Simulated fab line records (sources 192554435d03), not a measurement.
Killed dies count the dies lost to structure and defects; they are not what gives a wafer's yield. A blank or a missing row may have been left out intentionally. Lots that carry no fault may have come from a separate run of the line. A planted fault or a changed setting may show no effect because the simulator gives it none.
fab line records    flow n5-finfet
record lots=4  wafers=12  last-day=17
route steps=1938 shown BEOL_M4@1099 BEOL_M5@1112 BEOL_M12@1653 PASSIVATION@1936
lots with no fault: from the same line, run without faults
start-h: the number of hours between the record's first day and the start of the first shown wafer of the lot    wait-h: time in hours since the lot's previous step    " repeats the value in the row above    L1.1+2: a single row standing in for several wafers    - value missing, or start not given    * or withheld: withheld    < > ~ a bound
route shown NAME@n: names a module that has steps shown in the file, with the first one's number in the route    usual: average and standard deviation across the fault-free wafers    same: alike in all rows    chamber/n: place in a boat    sites: per-site readings    _std_site: the standard deviation of these    _edge_site: mean of outer sites minus mean of inner sites    radius-mm: how far each site lies from the wafer's centre    mask NAME#n: copy n    behind: the tool/chamber that last shaped the wafer    hold: why the lot was held/for how many hours/how that ended    device: the transistor (n, p or np) that didn't switch    end of line: the same wafers' tests at the end of the route    a step given without rows: its recipe and nothing more    killed: dies that structure and defects cost at the first sort, which is not the same as the wafer's yield    map: dies across one wafer; x = killed, . = not, _ = none there
set.NAME: the setting that was run; set.NAME@STEP: the one run at that earlier step    model.NAME: the simulator's own value behind a step, which no gauge read
lots seen at some steps along the route; tables by step, rows by wafer
services: from which hour (start-h, from the record's first day; less than 0 if before it) a tool's chamber was out of use, for how many hours, and why
## steps
# step N5_BEOL_M4_ANNEAL_95
# recipe temp-c=400  time-s=240  ambient=vacuum
# step N5_BEOL_M4_SPUTTER_96
# recipe material=Cu  target-thk-a=45  temp-c=-20  chamber-pressure-pa=0.07  power-w=withheld  time-s=8.29
# step N5_BEOL_M4_ECD_50
# recipe material=Cu  target-thk-a=3000
# step N5_BEOL_M4_ANNEAL_51
# recipe temp-c=225  time-s=90  ambient=N2
# step N5_BEOL_M4_CMP_52
# recipe stop-on=SiOC  t-overpolish-s=6.8  down-force-psi=1  platen-rpm=50  clearing-platen-down-force-psi=1.5  clearing-platen-rpm=50  post-cmp-clean=cu-alkaline  target-thk-nm=40  clearing-platen-pad-velocity-m-s=0.99484  pad-velocity-m-s=0.99484
# step N5_BEOL_M4_PRE_CLEAN_60
# recipe gas=NH3/H2  time-s=15  temp-c=*  rf-power-w=300
# step N5_BEOL_M4_CO_CAP_55
# recipe material=Co  target-thk-a=20  temp-c=200  precursor=CCTBA/H2  pressure-torr=30  time-s=102.1
# step N5_BEOL_M4_PRE_CLEAN_56
# recipe gas=NH3  time-s=15  temp-c=withheld  rf-power-w=300
# step N5_BEOL_M4_DEP_57
# recipe material=SiCN  target-thk-a=80  temp-c=withheld  precursor=3MS/NH3  pressure-torr=3  rf-w=202  time-s=14
# step N5_BEOL_M4_RC_MEAS_101
# usual DIBL_N=36.8/2.2  DIBL_P=37.1/2.8  IOFF_N=0.17/0.04  IOFF_P=0.22/0.049  ION_N=672/16  ION_P=460/9.2  SS_N=71.6/0.69  SS_P=73.5/0.78  VT_N=249/3.6  VT_P=-250/3.9
lot.wafer  tool       chamber  start-h  wait-h  DIBL_N[mV/V]  DIBL_P[mV/V]  IOFF_N[nA/um]  IOFF_P[nA/um]  ION_N[uA/um]  ION_P[uA/um]  SS_N[mV/dec]  SS_P[mV/dec]  VT_N[mV]  VT_P[mV]
L432.2     prober-02  0        243.13   0.2     37.8          37.5          0.17           0.25           672           468           71.8          73.9          251       -245
L432.3     "          0        "        "       38.4          37.4          0.19           0.26           664           459           72.2          73.3          249       -245
L432.5     "          0        "        "       39.6          39.7          0.21           0.31           671           466           72.1          74.4          250       -244
L434.1     prober-01  0        243.18   0.0     37.9          37.4          0.18           0.23           678           465           71.5          73.0          247       -248
L434.3     "          0        "        "       36.6          35.8          0.15           0.20           659           459           71.9          72.9          250       -251
L434.4     "          0        "        "       37.7          36.9          0.16           0.21           672           465           72.0          73.9          249       -248
L436.1     prober-02  0        262.64   0.0     36.7          35.7          0.16           0.20           673           458           71.8          73.1          249       -254
L436.2     "          0        "        "       35.4          34.9          0.14           0.19           667           462           71.1          73.0          247       -250
L436.3     "          0        "        "       32.9          31.4          0.10           0.15           643           443           70.2          72.9          255       -257
L441.1     prober-02  0        302.84   0.0     39.3          41.7          0.25           0.29           699           467           72.4          74.8          246       -249
L441.2     "          0        "        "       34.7          37.2          0.15           0.22           696           471           71.4          73.1          246       -250
L441.4     "          0        "        "       34.2          35.6          0.14           0.18           671           461           71.9          73.4          250       -253
# step N5_BEOL_M5_ILD_DEP_00
# recipe material=SiCOH_lowk  target-thk-a=1406.4  temp-c=300  precursor=DEMS/porogen  pressure-torr=5  rf-w=500  time-s=25.9
# step N5_BEOL_M5_CURE_79
# recipe temp-c=385  time-s=240  ambient=He/Ar  material=SiCOH_lowk
# step N5_BEOL_M5_PECVD_70
# recipe material=SiO2  target-thk-a=160  temp-c=400  precursor=TEOS/O2  pressure-torr=5.5  rf-w=450  teos-flow-sccm=53.8  gas=O2  flow-sccm=3000  time-s=18
# step N5_BEOL_M5_HM_DEP_02
# recipe material=TiN  target-thk-a=200  temp-c=25  chamber-pressure-pa=0.49996
# step N5_BEOL_M5_COAT_59
# recipe resist=SOC  temp-c=250  time-s=60  spin-rpm=1500  resist-thk-nm=60
# step N5_BEOL_M5_COAT_60
# recipe resist=SiARC  temp-c=220  time-s=60  spin-rpm=1500  resist-thk-nm=12
# step N5_BEOL_M5_COAT_71
# recipe resist=underlayer  temp-c=205  time-s=60  spin-rpm=1500  resist-thk-nm=5
# step N5_BEOL_M5_COAT_05
# recipe resist=CAR-EUV  spin-rpm=1500  resist-thk-nm=30
# step N5_BEOL_M5_EBR_07
# recipe solvent=PGMEA  ebr-width-mm=1.5
# step N5_BEOL_M5_SOFTBAKE_06
# recipe temp-c=110  time-s=60  resist=CAR-EUV
# step N5_BEOL_M5_EXPOSE_08
# recipe mask-id=M5  na=0.33  source-shape=annular  sigma-inner=0.4  sigma-outer=0.8  polarization=unpolarized  target-cd-nm=28  dose-mj=35.75
# step N5_BEOL_M5_PEB_09
# recipe peb-temp-c=100  peb-time-s=60  resist=CAR-EUV
# step N5_BEOL_M5_DEVELOP_10
# recipe develop-time-s=30  developer=TMAH  resist=CAR-EUV  rinse-liquid=surfactant-rinse  dry=air-spin  dev-temp-c=23
# step N5_BEOL_M5_DESCUM_16
# recipe chemistry=O2  time-s=7  source-power-w=50  bias-power-w=20  pressure-mtorr=20  rf-frequency-hz=2.712e+07  temp-c=40  resist=CAR-EUV  o2-flow-sccm=225
# step N5_BEOL_M5_ETCH_72
# recipe chemistry=N2/H2  target=underlayer  target-depth-a=65  mask-material=CAR-EUV  time-s=5.2  ion-energy-ev=200  pressure-mtorr=30  source-w=840  bias-w=150  n2-flow-sccm=200  h2-flow-sccm=200  ends=cleared
# step N5_BEOL_M5_ETCH_61
# recipe chemistry=CF4  target=SiARC  target-depth-a=156  mask-material=CAR-EUV  time-s=26  ion-energy-ev=80  pressure-mtorr=40  source-w=545  bias-w=36  Ar_flow_sccm=100  cf4-flow-sccm=100  ends=cleared
# step N5_BEOL_M5_ETCH_62
# recipe chemistry=N2/H2  target=SOC  target-depth-a=750  overetch-a=150  mask-material=SiARC  temp-c=40  time-s=112.5  ion-energy-ev=200  pressure-mtorr=30  source-w=840  bias-w=150  n2-flow-sccm=200  h2-flow-sccm=200
# step N5_BEOL_M5_STRIP_63
# recipe chemistry=N2/H2  temp-c=40  n2-flow-sccm=200  h2-flow-sccm=200  rf-frequency-hz=6e+07
# step N5_BEOL_M5_STRIP_73
# recipe chemistry=N2/H2  temp-c=40  n2-flow-sccm=200  h2-flow-sccm=200  rf-frequency-hz=6e+07
# step N5_BEOL_M5_STRIP_64
# recipe chemistry=CF4  resist=SiARC  power-w=300  bias-power-w=75  pressure-mtorr=50  cf4-flow-sccm=150  rf-frequency-hz=6e+07
# step N5_BEOL_M5_HM_OPEN_17
# recipe chemistry=Cl2/BCl3  target-depth-a=200  overetch-a=60  target=TiN  mask-material=SOC  ion-energy-ev=150  pressure-mtorr=10  icp-w=1000  bias-w=126  Cl2_flow_sccm=53.25  bcl3-flow-sccm=21.75  Ar_flow_sccm=25
# step N5_BEOL_M5_STRIP_19
# recipe chemistry=O2  power-w=400  temp-c=40  pressure-mtorr=30  rf-frequency-hz=6e+07  bias-power-w=0  overash-fraction=0.2  o2-flow-sccm=225
# step N5_BEOL_M5_COAT_65
# recipe resist=SOC  temp-c=250  time-s=60  spin-rpm=1500  resist-thk-nm=60
# step N5_BEOL_M5_COAT_66
# recipe resist=SiARC  temp-c=220  time-s=60  spin-rpm=1500  resist-thk-nm=12
# step N5_BEOL_M12_CMP_49
# recipe stop-on=SiOC  t-overpolish-s=20.6  down-force-psi=1  platen-rpm=50  clearing-platen-down-force-psi=1.5  clearing-platen-rpm=50  post-cmp-clean=cu-alkaline  target-thk-nm=320  clearing-platen-pad-velocity-m-s=0.99484  pad-velocity-m-s=0.99484
# usual barrier-field-endpoint-s=30.7/1.1  clearing-platen-rpm=50.000/0.025  head-pressure-psi=1.0002/0.0022  motor-current-A=6.2/0.42  overpolish-run-s=20.600/0.0093
lot.wafer  tool    chamber  start-h  wait-h  barrier-field-endpoint-s  clearing-platen-rpm  head-pressure-psi  motor-current-A  overpolish-run-s
L432.2     cmp-02  3        309.07   0.3     30.1                      49.982               0.9989             6.2              20.596
L432.3     "       0        "        "       29.5                      50.029               0.9973             6.2              20.607
L432.5     "       2        "        "       30.3                      50.018               0.9988             6.3              20.586
L434.3     cmp-01  1        312.32   0.3     31.6                      49.976               1.0022             6.8              20.601
L434.4     "       2        "        "       30.5                      50.035               1.0002             5.3              20.604
L434.1     "       0        "        "       66.2                      49.990               0.3274             4.9              0.046
L436.3     cmp-01  3        332.47   0.2     31.4                      49.975               0.9975             6.0              20.616
L436.2     "       0        "        "       66.2                      49.961               0.3263             4.7              0.037
L436.1     "       1        "        "       30.6                      49.978               0.9990             6.8              20.613
L441.2     cmp-04  0        372.77   0.2     30.6                      50.017               1.0033             6.0              20.599
L441.1     "       1        "        "       32.3                      49.981               0.9997             6.1              20.603
L441.4     "       3        "        "       31.2                      49.976               0.9993             5.8              20.605
# step N5_BEOL_M12_INSPECT_55
# recipe inspect-instrument=darkfield  mode=post-dep
# usual raw-defect-count=65/20
lot.wafer  tool               chamber  start-h  wait-h  raw-defect-count
L432.2     defect-inspect-02  -        309.44   0.0     63
L432.3     "                  -        "        "       32
L432.5     "                  -        "        "       46
L434.1     defect-inspect-01  -        312.78   0.0     4901
L434.3     "                  -        "        "       70
L434.4     "                  -        "        "       45
L436.1     defect-inspect-02  -        332.92   0.0     77
L436.2     "                  -        "        "       4824
L436.3     "                  -        "        "       77
L441.1     defect-inspect-02  -        373.21   0.0     69
L441.2     "                  -        "        "       61
L441.4     "                  -        "        "       53
# step N5_PASSIVATION_PROBE_49
# usual defect-limited-yield=91.1/1.5  killed_at_M0_to_M3=35/11  killed_at_M4_up=13/5.7  killed-at-contacts=12/5.7  killed-at-front-end=40/11  killed-at-other=4/4.4  killed-dies=105/18  killed-on-rim=14/3.9  killed-open=68/14  killed-short=34/7.4  sort_bin_5_function=5.2/1  sort_bin_6_memory=3.3/0.67  sort_bin_8_speed=0.04/0.29  sort-n-pass=1074/18  sort-yield-pct=91.0/1.5
# same gross-dies=1180  killed-at-back-side=0  sort_bin_4_leakage[%]=0
lot.wafer  tool       chamber  start-h  wait-h  defect-limited-yield[%]  killed_at_M0_to_M3  killed_at_M4_up  killed-at-contacts  killed-at-front-end  killed-at-other  killed-dies  killed-on-rim  killed-open  killed-short  sort_bin_5_function[%]  sort_bin_6_memory[%]  sort_bin_8_speed[%]  sort-n-pass  sort-yield-pct[%]
L434.1     prober-02  -        345.56   0.0     0                        45                  1087             20                  25                   3                1180         152            82           36            5.9                     3.6                   0                    0            0
L434.3     prober-02  -        345.66   0.1     90.4                     45                  23               7                   37                   1                113          16             76           37            5.7                     3.6                   0                    1067         90.4
L434.4     prober-02  -        345.71   0.2     92.3                     34                  8                13                  28                   8                91           15             50           38            4.2                     3.3                   0                    1089         92.3
L432.2     prober-02  -        345.91   0.4     91.3                     25                  10               11                  56                   1                103          11             67           33            4.7                     3.7                   0                    1077         91.3
L432.3     prober-02  -        345.96   0.4     91.6                     32                  19               4                   39                   5                99           15             75           24            4.6                     3.6                   0                    1081         91.6
L432.5     prober-02  -        346.06   0.5     91.4                     40                  21               14                  23                   4                102          17             63           34            4.2                     3.6                   0                    1078         91.4
L436.1     prober-02  -        363.64   0.5     92.4                     39                  7                9                   28                   7                90           14             67           22            4.1                     3.0                   0                    1090         92.4
L436.2     prober-02  -        363.69   0.5     0                        42                  1086             7                   37                   8                1180         152            66           29            5.2                     2.6                   0                    0            0
L436.3     prober-02  -        363.74   0.6     82.2                     29                  14               4                   29                   134              210          12             55           26            14.8                    2.8                   0.08                 969          82.1
L441.1     prober-01  -        401.50   0.0     92.3                     21                  10               14                  42                   4                91           7              60           29            3.4                     4.0                   0                    1089         92.3
L441.2     prober-01  -        401.55   0.1     92.9                     39                  12               7                   22                   4                84           9              52           30            4.3                     2.5                   0                    1096         92.9
L441.4     prober-01  -        401.65   0.2     93.2                     36                  16               7                   20                   1                80           11             46           32            3.7                     2.8                   0                    1100         93.2
# killed by level:class
L434.1 BEOL_M12:area-cmp=1062 MOL_CONTACT_COAG:geometric-particle:open=18 BEOL_M4:geometric-particle:open=12 BEOL_M0_SAQP:geometric-particle:open=12 BEOL_M0_SAQP:geometric-particle:short=10 BEOL_M1:geometric-particle:open=8 STI_FIN_REVEAL:geometric-particle:open=5 FIN_SAQP:geometric-particle:open=4
L434.3 STI_FIN_REVEAL:geometric-particle:open=13 BEOL_M0_SAQP:geometric-particle:open=11 BEOL_M0_SAQP:geometric-particle:short=9 BEOL_M2:geometric-particle:open=8 GATE_CUT:geometric-particle:short=7 BEOL_M4:geometric-particle:open=7 MOL_CONTACT_COAG:geometric-particle:open=6 BEOL_M1:geometric-particle:open=5
L434.4 BEOL_M0_SAQP:geometric-particle:short=12 MOL_CONTACT_COAG:geometric-particle:open=9 BEOL_M0_SAQP:geometric-particle:open=6 BEOL_M1:geometric-particle:open=5 BEOL_M2:geometric-particle:open=5 STI_FIN_REVEAL:geometric-particle:open=4 DUMMY_GATE:geometric-particle:open=4 MOL_CONTACT_COAG:geometric-particle:short=4
L432.2 STI_FIN_REVEAL:geometric-particle:open=25 MOL_CONTACT_COAG:geometric-particle:open=8 BEOL_M0_SAQP:geometric-particle:open=8 BEOL_M0_SAQP:geometric-particle:short=7 GATE_CUT:geometric-particle:short=5 FIN_SAQP:geometric-particle:short=4 FIN_SAQP:geometric-particle:open=4 BEOL_M2:geometric-particle:open=4
L432.3 STI_FIN_REVEAL:geometric-particle:open=16 BEOL_M4:geometric-particle:open=11 BEOL_M0_SAQP:geometric-particle:open=10 BEOL_M3:geometric-particle:open=9 FIN_SAQP:geometric-particle:open=6 GATE_CUT:geometric-particle:short=4 BEOL_M2:geometric-particle:open=4 MOL_CONTACT_COAG:geometric-particle:open=3
L432.5 BEOL_M0_SAQP:geometric-particle:short=15 MOL_CONTACT_COAG:geometric-particle:open=12 BEOL_M0_SAQP:geometric-particle:open=10 BEOL_M3:geometric-particle:open=7 BEOL_M5:geometric-particle:open=6 FIN_SAQP:geometric-particle:open=5 DUMMY_GATE:geometric-particle:open=5 BEOL_M4:geometric-particle:open=5
L436.1 BEOL_M1:geometric-particle:open=8 MOL_CONTACT_COAG:geometric-particle:open=8 BEOL_M0_SAQP:geometric-particle:open=8 BEOL_M2:geometric-particle:open=7 FIN_SAQP:geometric-particle:short=6 BEOL_M0_SAQP:geometric-particle:short=6 FIN_SAQP:geometric-particle:open=5 BEOL_M0:geometric-particle:open=5
L436.2 BEOL_M12:area-cmp=1082 BEOL_M1:geometric-particle:open=11 STI_FIN_REVEAL:geometric-particle:open=8 DUMMY_GATE:geometric-particle:open=8 BEOL_M3:geometric-particle:open=8 PASS1_CAP:geometric-particle:open=6 BEOL_M2:geometric-particle:open=6 FIN_SAQP:geometric-particle:open=5
L436.3 PASSIVATION:area-etch=127 BEOL_M0_SAQP:geometric-particle:open=10 BEOL_M2:geometric-particle:open=7 FIN_SAQP:geometric-particle:short=5 STI_FIN_REVEAL:geometric-particle:open=5 GATE_CUT:geometric-particle:short=4 MOL_CONTACT_COAG:geometric-particle:open=4 BEOL_M0_SAQP:geometric-particle:short=4
L441.1 DUMMY_GATE:geometric-particle:open=11 MOL_CONTACT_COAG:geometric-particle:open=11 FIN_SAQP:geometric-particle:short=5 GATE_CUT:geometric-particle:short=5 STI_FIN_REVEAL:geometric-particle:open=4 DUMMY_GATE:geometric-particle:short=4 GATE_CUT:geometric-particle:open=4 BEOL_M0_SAQP:geometric-particle:open=4
L441.2 STI_FIN_REVEAL:geometric-particle:open=9 BEOL_M0_SAQP:geometric-particle:short=6 BEOL_M1:geometric-particle:open=6 BEOL_M2:geometric-particle:open=6 BEOL_M3:geometric-particle:open=6 MOL_CONTACT_COAG:geometric-particle:open=4 BEOL_M0:geometric-particle:short=4 BEOL_M0:geometric-particle:open=3
L441.4 BEOL_M2:geometric-particle:open=14 GATE_CUT:geometric-particle:short=6 MOL_CONTACT_COAG:geometric-particle:open=6 BEOL_M0:geometric-particle:short=6 BEOL_M4:geometric-particle:short=5 STI_FIN_REVEAL:geometric-particle:open=4 BEOL_M0_SAQP:geometric-particle:short=3 BEOL_M0_SAQP:geometric-particle:open=3
# map L434.1 (x killed, . not)
_________________xxxxxxxxxxxx________________
______________xxxxxxxxxxxxxxxxxx_____________
___________xxxxxxxxxxxxxxxxxxxxxxxx__________
__________xxxxxxxxxxxxxxxxxxxxxxxxxx_________
________xxxxxxxxxxxxxxxxxxxxxxxxxxxxxx_______
_______xxxxxxxxxxxxxxxxxxxxxxxxxxxxxxxx______
______xxxxxxxxxxxxxxxxxxxxxxxxxxxxxxxxxx_____
_____xxxxxxxxxxxxxxxxxxxxxxxxxxxxxxxxxxxx____
____xxxxxxxxxxxxxxxxxxxxxxxxxxxxxxxxxxxxxx___
___xxxxxxxxxxxxxxxxxxxxxxxxxxxxxxxxxxxxxxxx__
___xxxxxxxxxxxxxxxxxxxxxxxxxxxxxxxxxxxxxxxx__
__xxxxxxxxxxxxxxxxxxxxxxxxxxxxxxxxxxxxxxxxxx_
__xxxxxxxxxxxxxxxxxxxxxxxxxxxxxxxxxxxxxxxxxx_
_xxxxxxxxxxxxxxxxxxxxxxxxxxxxxxxxxxxxxxxxxxxx
_xxxxxxxxxxxxxxxxxxxxxxxxxxxxxxxxxxxxxxxxxxxx
_xxxxxxxxxxxxxxxxxxxxxxxxxxxxxxxxxxxxxxxxxxxx
_xxxxxxxxxxxxxxxxxxxxxxxxxxxxxxxxxxxxxxxxxxxx
_xxxxxxxxxxxxxxxxxxxxxxxxxxxxxxxxxxxxxxxxxxxx
_xxxxxxxxxxxxxxxxxxxxxxxxxxxxxxxxxxxxxxxxxxxx
_xxxxxxxxxxxxxxxxxxxxxxxxxxxxxxxxxxxxxxxxxxxx
_xxxxxxxxxxxxxxxxxxxxxxxxxxxxxxxxxxxxxxxxxxxx
__xxxxxxxxxxxxxxxxxxxxxxxxxxxxxxxxxxxxxxxxxx_
__xxxxxxxxxxxxxxxxxxxxxxxxxxxxxxxxxxxxxxxxxx_
___xxxxxxxxxxxxxxxxxxxxxxxxxxxxxxxxxxxxxxxx__
___xxxxxxxxxxxxxxxxxxxxxxxxxxxxxxxxxxxxxxxx__
____xxxxxxxxxxxxxxxxxxxxxxxxxxxxxxxxxxxxxx___
_____xxxxxxxxxxxxxxxxxxxxxxxxxxxxxxxxxxxx____
______xxxxxxxxxxxxxxxxxxxxxxxxxxxxxxxxxx_____
_______xxxxxxxxxxxxxxxxxxxxxxxxxxxxxxxx______
________xxxxxxxxxxxxxxxxxxxxxxxxxxxxxx_______
__________xxxxxxxxxxxxxxxxxxxxxxxxxx_________
___________xxxxxxxxxxxxxxxxxxxxxxxx__________
______________xxxxxxxxxxxxxxxxxx_____________
_________________xxxxxxxxxxxx________________
# map L436.2 (x killed, . not)
_________________xxxxxxxxxxxx________________
______________xxxxxxxxxxxxxxxxxx_____________
___________xxxxxxxxxxxxxxxxxxxxxxxx__________
__________xxxxxxxxxxxxxxxxxxxxxxxxxx_________
________xxxxxxxxxxxxxxxxxxxxxxxxxxxxxx_______
_______xxxxxxxxxxxxxxxxxxxxxxxxxxxxxxxx______
______xxxxxxxxxxxxxxxxxxxxxxxxxxxxxxxxxx_____
_____xxxxxxxxxxxxxxxxxxxxxxxxxxxxxxxxxxxx____
____xxxxxxxxxxxxxxxxxxxxxxxxxxxxxxxxxxxxxx___
___xxxxxxxxxxxxxxxxxxxxxxxxxxxxxxxxxxxxxxxx__
___xxxxxxxxxxxxxxxxxxxxxxxxxxxxxxxxxxxxxxxx__
__xxxxxxxxxxxxxxxxxxxxxxxxxxxxxxxxxxxxxxxxxx_
__xxxxxxxxxxxxxxxxxxxxxxxxxxxxxxxxxxxxxxxxxx_
_xxxxxxxxxxxxxxxxxxxxxxxxxxxxxxxxxxxxxxxxxxxx
_xxxxxxxxxxxxxxxxxxxxxxxxxxxxxxxxxxxxxxxxxxxx
_xxxxxxxxxxxxxxxxxxxxxxxxxxxxxxxxxxxxxxxxxxxx
_xxxxxxxxxxxxxxxxxxxxxxxxxxxxxxxxxxxxxxxxxxxx
_xxxxxxxxxxxxxxxxxxxxxxxxxxxxxxxxxxxxxxxxxxxx
_xxxxxxxxxxxxxxxxxxxxxxxxxxxxxxxxxxxxxxxxxxxx
_xxxxxxxxxxxxxxxxxxxxxxxxxxxxxxxxxxxxxxxxxxxx
_xxxxxxxxxxxxxxxxxxxxxxxxxxxxxxxxxxxxxxxxxxxx
__xxxxxxxxxxxxxxxxxxxxxxxxxxxxxxxxxxxxxxxxxx_
__xxxxxxxxxxxxxxxxxxxxxxxxxxxxxxxxxxxxxxxxxx_
___xxxxxxxxxxxxxxxxxxxxxxxxxxxxxxxxxxxxxxxx__
___xxxxxxxxxxxxxxxxxxxxxxxxxxxxxxxxxxxxxxxx__
____xxxxxxxxxxxxxxxxxxxxxxxxxxxxxxxxxxxxxx___
_____xxxxxxxxxxxxxxxxxxxxxxxxxxxxxxxxxxxx____
______xxxxxxxxxxxxxxxxxxxxxxxxxxxxxxxxxx_____
_______xxxxxxxxxxxxxxxxxxxxxxxxxxxxxxxx______
________xxxxxxxxxxxxxxxxxxxxxxxxxxxxxx_______
__________xxxxxxxxxxxxxxxxxxxxxxxxxx_________
___________xxxxxxxxxxxxxxxxxxxxxxxx__________
______________xxxxxxxxxxxxxxxxxx_____________
_________________xxxxxxxxxxxx________________
## services
tool    chamber  start-h  hours  kind
cmp-02  -        286.86   1.4    repair
cmp-04  -        293.85   7.3    pm
cmp-01  -        300.42   4.0    pm
cmp-01  -        304.42   -      consumable-replace:conditioner
cmp-01  -        304.42   -      consumable-replace:pad
cmp-04  -        306.09   0.8    repair
cmp-04  -        307.92   2.7    repair
cmp-01  -        316.25   4.7    pm
cmp-02  -        329.99   1.7    repair
cmp-04  -        353.65   5.0    repair
## key
first-sign step=N5_BEOL_M12_CMP_49  reading=overpolish-run-s  direction=down  sigmas=99+  usual=20.600  struck=0.041
effect step=N5_BEOL_M12_CMP_49  reading=head-pressure-psi  direction=down  sigmas=99+  usual=1.0002  struck=0.3268
effect step=N5_BEOL_M12_INSPECT_55  reading=raw-defect-count  direction=up  sigmas=99+  usual=65  struck=4862
effect step=N5_PASSIVATION_PROBE_49  reading=killed_at_M4_up  direction=up  sigmas=99+  usual=13  struck=1086
more-kills-born-at N5_BEOL_M12_CMP_49@cmp-01=2144
met-at N5_BEOL_M12_CMP_49
struck-wafers L434.1,L436.2
later-rows-left-out L434.1,L436.2
baseline-loss step=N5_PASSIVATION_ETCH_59  wafers=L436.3
fault kind=process-parameter-drift  tool=cmp-01  chamber=0  onset-h=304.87  steps=N5_BEOL_M12_CMP_49  channel=down-force-psi  offset=-0.67109  shape=step  end-h=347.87  acts-in=these-recipes-only  stated=1
# later-rows-left-out: the simulator's readings of these wafers behind a module that went badly wrong aren't trusted and aren't shown, but for the sort
# baseline-loss: these wafers lose ten dies or more at that step, a loss of the line's own and not of a fault; the sort's usual values leave them out
